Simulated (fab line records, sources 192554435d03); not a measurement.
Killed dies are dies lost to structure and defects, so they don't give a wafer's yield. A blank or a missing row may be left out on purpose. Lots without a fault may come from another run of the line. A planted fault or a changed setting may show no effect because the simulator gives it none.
Which tool did it? | flow n5_finfet | 11 lots, 32 wafers sampled, at 1 step of a route of 1938

WHAT THE GAUGES READ, wafer by wafer
N5_BEOL_M9_CD_MEAS_11: target cd 64.1 nm.
lot  | measured     | on        | cd_nm (nm)
L586 | day 10 08:24 | cd_sem-01 | 63.0 65.0 63.8
L588 | day 11 01:46 | cd_sem-02 | 64.2 64.3 64.3
L589 | day 11 07:08 | cd_sem-01 | 63.7 64.5 63.5
L591 | day 11 11:11 | cd_sem-01 | 63.5 63.0 64.6
L590 | day 11 11:22 | cd_sem-02 | 63.6 64.3 64.3
L592 | day 11 15:24 | cd_sem-02 | 64.1 64.1 64.5
L593 | day 11 19:40 | cd_sem-02 | 64.7 64.3 64.5
L594 | day 12 19:05 | cd_sem-02 | 62.4 63.7 64.4
L602 | day 14 18:19 | cd_sem-01 | 63.7 64.0 64.5
L605 | day 15 10:05 | cd_sem-02 | 64.1 64.3
L608 | day 15 18:33 | cd_sem-03 | 62.7 62.5 64.2

WHICH TOOL RAN EACH LOT (tool, then ch and the chambers of the sampled wafers, then the start)
The record holds no process step before these readings.

THE ANSWER, worked out from the rows above alone
Rule: what is usual is taken from the lots themselves. Put in order of their means at a reading, lots are off if they are a third of the lots or fewer, leave a main group of 4 or more, and stand apart from it by a gap of 3 or more times the standard deviation of the main group's means; of several such gaps the widest counts. A main group whose means are all the same, to the digits that the tables above print for the reading, isn't used. A lot without any number at a reading at which 4 lots or more have one is off too. The other lots that the step has rows for count as sound.
No lot is off at any reading shown: from this, nothing can be told.

WHAT THE SIMULATOR HAD PUT IN
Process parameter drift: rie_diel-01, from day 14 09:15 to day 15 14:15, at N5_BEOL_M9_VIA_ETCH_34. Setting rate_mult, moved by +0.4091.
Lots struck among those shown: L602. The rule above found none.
